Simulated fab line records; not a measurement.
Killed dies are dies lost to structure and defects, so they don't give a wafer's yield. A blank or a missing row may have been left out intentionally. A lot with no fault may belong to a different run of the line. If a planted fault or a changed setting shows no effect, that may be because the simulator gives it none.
Chamber matching / flow n5-finfet / 3 sister chambers for N5_MOL_CONTACT_COAG_CO_FILL_22 on cvd-co-01
The step material Co, precursor CCTBA/H2, target thk 20 nm. 6 wafers are shown with their chamber, then 8 later ones without.

== WAFERS WITH THEIR CHAMBER ==
wafer=L088.5; chamber=1; heater-power-w (W)=228; susceptor-temp-C (C)=199.83
wafer=L088.6; chamber=0; heater-power-w (W)=251; susceptor-temp-C (C)=199.84
wafer=L089.1; chamber=2; heater-power-w (W)=261; susceptor-temp-C (C)=199.87
wafer=L089.4; chamber=0; heater-power-w (W)=254; susceptor-temp-C (C)=199.93
wafer=L089.6; chamber=1; heater-power-w (W)=229; susceptor-temp-C (C)=199.94
wafer=L092.4; chamber=2; heater-power-w (W)=260; susceptor-temp-C (C)=200.08

== WAFERS WITHOUT THEIR CHAMBER ==
wafer=L092.5; heater-power-w (W)=225; susceptor-temp-C (C)=200.14
wafer=L092.6; heater-power-w (W)=254; susceptor-temp-C (C)=200.03
wafer=L093.1; heater-power-w (W)=228; susceptor-temp-C (C)=199.97
wafer=L093.2; heater-power-w (W)=250; susceptor-temp-C (C)=199.95
wafer=L093.6; heater-power-w (W)=219; susceptor-temp-C (C)=199.95
wafer=L095.1; heater-power-w (W)=250; susceptor-temp-C (C)=200.16
wafer=L095.3; heater-power-w (W)=256; susceptor-temp-C (C)=200.12
wafer=L095.4; heater-power-w (W)=258; susceptor-temp-C (C)=200.03

== WHICH CHAMBER EACH ONE RAN IN ==
wafer=L092.5; from the rows above=1; in truth=1
wafer=L092.6; from the rows above=0; in truth=0
wafer=L093.1; from the rows above=1; in truth=1
wafer=L093.2; from the rows above=0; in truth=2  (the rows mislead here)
wafer=L093.6; from the rows above=1; in truth=1
wafer=L095.1; from the rows above=0; in truth=0
wafer=L095.3; from the rows above=can't be placed: 0 or 2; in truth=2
wafer=L095.4; from the rows above=2; in truth=2
6 of 8 placed correctly. Cannot be placed on the basis of these rows: 1; the candidates contain the true chamber in 1. 1 placed wrongly.
How it was worked out, from the rows above alone: a wafer's distance from a chamber is the root of the sum, over the readings, of the square of ((its reading less the chamber's mean) divided by the reading's scatter). If the next closest chamber is less than 2 further off than the closest, the wafer can't be placed; otherwise it belongs to the closest. A chamber's mean is the mean of its shown wafers. The scatter: take each reading less its chamber's mean, square it, sum over the shown wafers, divide by the number of wafers less the number of chambers, and take the root.
